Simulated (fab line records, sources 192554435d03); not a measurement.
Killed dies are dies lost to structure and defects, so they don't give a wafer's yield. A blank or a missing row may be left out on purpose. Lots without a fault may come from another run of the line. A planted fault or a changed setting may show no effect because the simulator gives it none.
Split-lot experiment | flow n5_finfet | 7 lots, 21 wafers read, on a route of 1938 steps

THE SPLIT
At N5_BEOL_M0_TRENCH_ETCH_107 (etches SiOC in C4F6/O2, target depth 32.8 nm, time 16.4 s), the setting target_depth_a was moved away from the recipe's 328 angstrom on 7 of the 21 wafers read, by -11.4% to +8.4%. The other wafers ran this setting at the recipe's value.

FROM THE SPLIT TO THE READING: what the file shows between them, 1 step
- N5_BEOL_M0_STRIP_142: strips in N2/H2, time 10 s

THE READING
trench_depth_nm, in nm, at N5_BEOL_M0_OCD_MEAS_108. Fault-free wafers of this fab line usually give 32.6 nm, standard deviation 0.88 nm.

wafer  | tool, chamber at the split | target_depth_a as run, angstrom | against the recipe | trench_depth_nm, nm | against lot-mates on the recipe
L078.4 | rie_diel-03, 2             | 328                             | recipe             | 33.4                | -
L078.5 | rie_diel-03, 0             | 328                             | recipe             | 32.0                | -
L078.6 | rie_diel-03, 1             | 328                             | recipe             | 33.4                | -
L082.3 | rie_diel-03, 1             | 328                             | recipe             | 33.8                | -
L082.4 | rie_diel-03, 2             | 328                             | recipe             | 33.6                | -
L082.5 | rie_diel-03, 1             | 290.5                           | -11.4%             | 29.9                | -3.8
L085.2 | rie_diel-03, 3             | 316.4                           | -3.5%              | 30.9                | -2.9
L085.3 | rie_diel-03, 1             | 328                             | recipe             | 33.8                | -
L085.5 | rie_diel-03, 1             | 316.4                           | -3.5%              | 32.4                | -1.4
L088.2 | rie_diel-06, 1             | 328                             | recipe             | 32.0                | -
L088.3 | rie_diel-06, 2             | 355.4                           | +8.4%              | 35.7                | +3.7
L088.6 | rie_diel-06, 2             | 355.4                           | +8.4%              | 36.6                | +4.6
L089.1 | rie_diel-05, 1             | 310.5                           | -5.3%              | 31.0                | -1.8
L089.2 | rie_diel-05, 0             | 310.5                           | -5.3%              | 31.5                | -1.3
L089.5 | rie_diel-05, 0             | 328                             | recipe             | 32.8                | -
L091.1 | rie_diel-06, 2             | 328                             | recipe             | 33.2                | -
L091.3 | rie_diel-06, 0             | 328                             | recipe             | 33.2                | -
L091.5 | rie_diel-06, 3             | 328                             | recipe             | 31.9                | -
L093.2 | rie_diel-05, 0             | 328                             | recipe             | 33.1                | -
L093.5 | rie_diel-05, 0             | 328                             | recipe             | 33.3                | -
L093.6 | rie_diel-05, 1             | 328                             | recipe             | 32.3                | -

THE FIT
A straight line over all 21 wafers: trench_depth_nm changes by +0.332 nm for each +1% of target_depth_a; r = +0.91; the points scatter about the line by 0.66 nm.
The same after taking each lot's own level away (the mean of its wafers on the recipe; 21 wafers): +0.414 nm for each +1%; r = +0.94; scatter 0.65 nm.
On that fit, the largest move of target_depth_a shifts the reading by 4.7 nm.
The lots' own levels span 32.00 to 33.80 nm, that is 2.0 times the standard deviation above.
So the lot-to-lot level changes the slope: the two fits differ.
Check: with one of the wafers moved furthest among these (-11.4%) left out of the fit, the line predicts -5.15 nm for it against its lot-mates. It came out at -3.8 nm against them.

OTHER SPLITS ON THESE WAFERS
These wafers also went through other splits before the reading. Each is held against what the fit with the lots' levels taken away leaves over:
other split on the same wafers       | wafers away from the commonest value | r with trench_depth_nm (lot level and that fit taken away)
N5_SD_EPI_N_PEB_07 peb_temp_c        | 7                                    | +0.16
N5_SD_EPI_N_ETCH_45 target_depth_a   | 10                                   | -0.06
N5_SD_EPI_P_ETCH_36 bias_w           | 5                                    | +0.01
N5_HKMG_FIN_EXPOSE_46 dose_mj        | 9                                    | -0.14
N5_HKMG_FIN_ETCH_58 source_w         | 6                                    | +0.05
N5_GATE_CUT_ALD_22 ald_cycles        | 10                                   | +0.08
N5_MOL_CONTACT_COAG_COAT_02 spin_rpm | 9                                    | +0.25
N5_MOL_CONTACT_COAG_ETCH_124 bias_w  | 6                                    | -0.21

THE WHOLE CHAIN: every reading that the file lists as answering this split, in the file's order
step                       | what it does                                              | reading                                                                   | change (the file's fit)               | r (the file's)
N5_BEOL_M0_TRENCH_ETCH_107 | etches SiOC in C4F6/O2, target depth 32.8 nm, time 16.4 s | BEOL_M0.feature_depth_nm (the simulator's own value, which no gauge read) | +0.413 nm for each +1% of the setting | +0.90
N5_BEOL_M0_OCD_MEAS_108    |                                                           | trench_depth_nm                                                           | +0.39 nm for each +1% of the setting  | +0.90

THE FILE'S OWN FIT
trench_depth_nm changes by +0.39 nm for each +1% of target_depth_a, r = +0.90.
